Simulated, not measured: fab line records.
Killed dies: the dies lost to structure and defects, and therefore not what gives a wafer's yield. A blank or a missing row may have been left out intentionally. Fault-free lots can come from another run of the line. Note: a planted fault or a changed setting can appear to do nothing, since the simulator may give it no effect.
Matching of chambers / flow n5 finfet / rie diel-02 running N5_BEOL_M15_ETCH_59: 4 sister chambers
The step etches BARC in N2/H2, target depth 89 nm, overetch 26.7 nm, time 67.9 s. 4 wafers are shown with their chamber, then 9 later ones without.

WAFERS, EACH WITH ITS CHAMBER
wafer=L083.4; chamber=1; showerhead plenum p Torr (Torr)=2.42
wafer=L083.6; chamber=2; showerhead plenum p Torr (Torr)=2.46
wafer=L087.3; chamber=0; showerhead plenum p Torr (Torr)=2.58
wafer=L087.5; chamber=3; showerhead plenum p Torr (Torr)=2.41

WAFERS WITH NO CHAMBER GIVEN
wafer=L093.1; showerhead plenum p Torr (Torr)=2.45
wafer=L093.3; showerhead plenum p Torr (Torr)=2.57
wafer=L093.5; showerhead plenum p Torr (Torr)=2.57
wafer=L095.1; showerhead plenum p Torr (Torr)=2.72
wafer=L095.2; showerhead plenum p Torr (Torr)=2.44
wafer=L095.4; showerhead plenum p Torr (Torr)=2.57
wafer=L097.4; showerhead plenum p Torr (Torr)=2.57
wafer=L097.5; showerhead plenum p Torr (Torr)=2.72
wafer=L097.6; showerhead plenum p Torr (Torr)=2.57

WHICH CHAMBER EACH ONE RAN IN
wafer=L093.1; from the rows above=can't be placed: 2 or 1 or 3 or 0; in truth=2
wafer=L093.3; from the rows above=can't be placed: 0 or 2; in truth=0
wafer=L093.5; from the rows above=can't be placed: 0 or 2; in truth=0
wafer=L095.1; from the rows above=can't be placed: 0 or 2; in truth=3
wafer=L095.2; from the rows above=can't be placed: 1 or 2 or 3 or 0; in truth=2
wafer=L095.4; from the rows above=can't be placed: 0 or 2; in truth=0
wafer=L097.4; from the rows above=can't be placed: 0 or 2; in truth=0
wafer=L097.5; from the rows above=can't be placed: 0 or 2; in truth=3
wafer=L097.6; from the rows above=can't be placed: 0 or 2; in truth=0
Correct placement for 0 of the 9. From these rows, 9 cannot be placed; in 7 the true chamber is one of the candidates. 0 placed wrongly.
How it was worked out, from the rows above alone: a wafer's distance from a chamber is the root of the sum, over the readings, of the square of ((its reading less the chamber's mean) divided by the reading's scatter). If the next closest chamber is less than 2 further off than the closest, the wafer can't be placed; otherwise it belongs to the closest. A chamber's mean is the mean of its shown wafers. The scatter: root of mean squared gap, hidden wafer to nearest shown wafer, with one shown wafer a chamber.
